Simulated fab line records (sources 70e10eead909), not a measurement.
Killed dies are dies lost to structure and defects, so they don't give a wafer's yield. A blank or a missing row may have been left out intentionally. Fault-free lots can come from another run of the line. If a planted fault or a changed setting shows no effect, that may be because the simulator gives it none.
Comparing a struck lot with a sound one + flow nand-harc + 14 out of 1302 route steps
Sound: these wafers, L184.3, L184.4, L184.6. Struck: wafers L198.1, L198.2, L198.4. The cause comes at the end.
At each step with rows: each side's tool, then ch and its chambers, then its first start. Under that, the readings that differ: sound wafers + struck wafers + difference of the means + sigmas: that difference in standard deviations of wafers without a fault.
alike: words and numbers the same on both sides, and readings whose means are apart by under 2 such deviations; not compared: readings that were withheld, readings missing a value for some wafer, numbers with overlapping values and no deviation given by the record, and bounds like >300 which may hide the same value.
A row with sigmas, a row that says differs or no value, or rows on one side alone: a step with any of these is where the two part. Numbers that have no deviation but don't overlap get no sigmas and don't part them. Lack of a reading on every wafer of one side parts them only where that side has two or more wafers.

first, 4 steps without rows for these wafers: NHARC_P_M1_EBR_05; NHARC_P_M1_EXPOSE_06 (exposes mask P M1, target cd 130 nm); NHARC_P_M1_PEB_07 (peb time 65 s); NHARC_P_M1_DEVELOP_08 (develop time 35 s).
NHARC_P_M1_CD_MEAS_09: target cd 130 nm.
  sound on cd-sem-01 ch 0, day 7 12:58; struck on cd-sem-03 ch 0, day 13 11:27
  alike: cd-nm
NHARC_P_M1_OVL_MEAS_10: pitch 260 nm.
  struck on overlay-01, day 13 11:32; sound on overlay-01, day 7 13:02
| reading           | sound       | struck         | difference | sigmas |
|-------------------|-------------|----------------|------------|--------|
| overlay-x-nm (nm) | 1.1 1.7 1.3 | 0.2 -0.1 -0.3  | -1.4       | -2     |
| overlay-y-nm (nm) | 1.8 2.2 2.0 | -1.4 -1.0 -0.9 | -3.1       | -3     |
NHARC_P_M1_INSPECT_11:
  struck on defect-inspect-01, day 13 11:35; sound on defect-inspect-02, day 7 13:05
  alike: raw-defect-count
NHARC_P_M1_DESCUM_14: chemistry O2, time 3 s.
  sound on rie-diel-07 ch 0,2, day 7 13:08; struck on rie-diel-03 ch 1,2,3, day 13 11:39
  alike: drypump-motor-current-A, oes-product-au, rf-vpp-V, showerhead-plenum-p-Torr, throttle-valve-pct
  not compared: rf-hours-counter-h
NHARC_P_M1_ETCH_35: etches the open film in N2/H2, target depth 40 nm, overetch 12 nm, time 43.94 s.
  sound on rie-diel-07 ch 1,3, day 7 13:14; struck on rie-diel-03 ch 0,1,3, day 13 11:44
| reading    | sound             | struck            | difference | sigmas |
|------------|-------------------|-------------------|------------|--------|
| bias-w (W) | 150.3 151.0 150.1 | 149.1 149.4 149.7 | -1.1       | -2     |
  alike: chamber-pressure-mTorr, drypump-motor-current-A, oes-product-au, rf-vpp-V, showerhead-plenum-p-Torr, throttle-valve-pct
  not compared: rf-hours-counter-h
NHARC_P_M1_ETCH_15: etches the open film in C4F8/Ar, target depth 182.5 nm, time 91.2 s.
  sound: rie-diel-07 ch 0,1,3; struck: rie-diel-03 ch 0,1,3
  alike: bias-w, chamber-pressure-mTorr, oes-product-au, rf-vpp-V
  not compared: rf-hours-counter-h
NHARC_P_M1_CD_MEAS_16:
  struck on cd-sem-02, day 13 12:11; sound on cd-sem-03, day 7 13:27
  alike: cd-nm
NHARC_P_M1_STRIP_18: strips in N2/H2.
  sound on rie-diel-03 ch 1,2, day 7 13:31; struck on rie-diel-09 ch 0,2,3, day 13 12:16
  alike: drypump-motor-current-A, oes-product-au, rf-vpp-V, showerhead-plenum-p-Torr, throttle-valve-pct
  not compared: rf-hours-counter-h
NHARC_P_M1_ETCH_28: etches the open film in CF4/N2, target depth 30 nm, time 72.99 s.
  sound on rie-diel-03 ch 0,2,3, day 7 13:46; struck on rie-diel-09 ch 1,2,3, day 13 12:30
  no value came back on the struck wafers for any of 7 readings (bias-w (W), cf4-flow-sccm (sccm) and others); on the sound wafers bias-w (W) reads 100.24 99.92 100.03
  not compared: rf-hours-counter-h
then, 1 step without rows for these wafers: NHARC_P_M1_STRIP_19 (strips in post etch residue remover, time 600 s).

== WHERE THEY PART ==
At NHARC_P_M1_OVL_MEAS_10 first; at NHARC_P_M1_ETCH_28 last (within this record only).

WHY: the cause the simulator had injected
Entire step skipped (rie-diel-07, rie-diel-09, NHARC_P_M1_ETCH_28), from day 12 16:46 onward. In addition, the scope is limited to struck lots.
